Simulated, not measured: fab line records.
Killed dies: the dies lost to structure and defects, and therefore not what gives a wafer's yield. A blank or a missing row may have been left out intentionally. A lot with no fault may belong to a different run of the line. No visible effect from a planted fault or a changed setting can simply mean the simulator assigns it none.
Matching of chambers | flow n5-finfet | N5_BEOL_M0_SAQP_PECVD_96 on pecvd-01 has 3 sister chambers
The step deposits a-Si from SiH4/He, target thk 45 nm, time 45.2 s. 16 wafers are shown with their chamber, then 8 later ones without.

EACH WAFER AND ITS CHAMBER
wafer  | chamber | throttle-valve-pct (%) | showerhead-plenum-p-Torr (Torr) | heater-power-w (W)
L082.2 | 1       | 20.4                   | 5.695                           | 519
L082.4 | 0       | 17.5                   | 5.636                           | 684
L082.5 | 1       | 20.2                   | 5.688                           | 532
L084.4 | 1       | 20.6                   | 5.691                           | 521
L084.5 | 0       | 17.6                   | 5.634                           | 653
L084.6 | 2       | 17.5                   | 5.601                           | 504
L086.1 | 1       | 20.6                   | 5.684                           | 509
L086.3 | 2       | 17.7                   | 5.599                           | 513
L086.5 | 2       | 17.7                   | 5.594                           | 508
L087.3 | 0       | 17.2                   | 5.641                           | 608
L087.4 | 1       | 20.3                   | 5.706                           | 550
L087.6 | 0       | 17.2                   | 5.620                           | 595
L089.1 | 0       | 17.5                   | 5.647                           | 678
L089.2 | 1       | 20.5                   | 5.705                           | 547
L089.6 | 0       | 17.5                   | 5.627                           | 705
L090.1 | 1       | 20.4                   | 5.684                           | 553

SIGNATURES (averages over the wafers above)
reading                  | chamber 0 | chamber 1 | chamber 2 | scatter within a chamber
throttle-valve-pct       | 17.417    | 20.429    | 17.633    | 0.154
showerhead-plenum-p-Torr | 5.63417   | 5.69329   | 5.59800   | 0.00877
heater-power-w           | 653.83    | 533.00    | 508.33    | 29.8
Rule: for each reading, subtract the chamber's mean from the wafer's reading, divide by that reading's scatter and square the result; add these up over the readings and take the root, which gives the wafer's distance from the chamber. If the next closest chamber is less than 2 further off than the closest, the wafer can't be placed; otherwise it belongs to the closest. How the scatter is found: for the shown wafers, subtract from each reading the mean of its chamber, square and add these, divide the total by (wafers less chambers), then take the root.

WAFERS MISSING THEIR CHAMBER
wafer  | throttle-valve-pct (%) | showerhead-plenum-p-Torr (Torr) | heater-power-w (W)
L090.2 | 17.5                   | 5.638                           | 605
L090.4 | 20.7                   | 5.695                           | 560
L093.1 | 17.9                   | 5.614                           | 501
L093.2 | 17.3                   | 5.648                           | 626
L093.5 | 20.6                   | 5.701                           | 552
L096.3 | 17.9                   | 5.633                           | 468
L096.5 | 17.7                   | 5.625                           | 476
L096.6 | 17.8                   | 5.647                           | 667

THE CHAMBER EACH PASSED THROUGH
wafer  | from the rows above | in truth
L090.2 | 0                   | 0
L090.4 | 1                   | 1
L093.1 | 2                   | 2
L093.2 | 0                   | 0
L093.5 | 1                   | 1
L096.3 | 2                   | 2
L096.5 | 2                   | 2
L096.6 | 0                   | 0
Correct placement for 8 of the 8. Number that these rows cannot place: 0. Placed wrongly: 0.
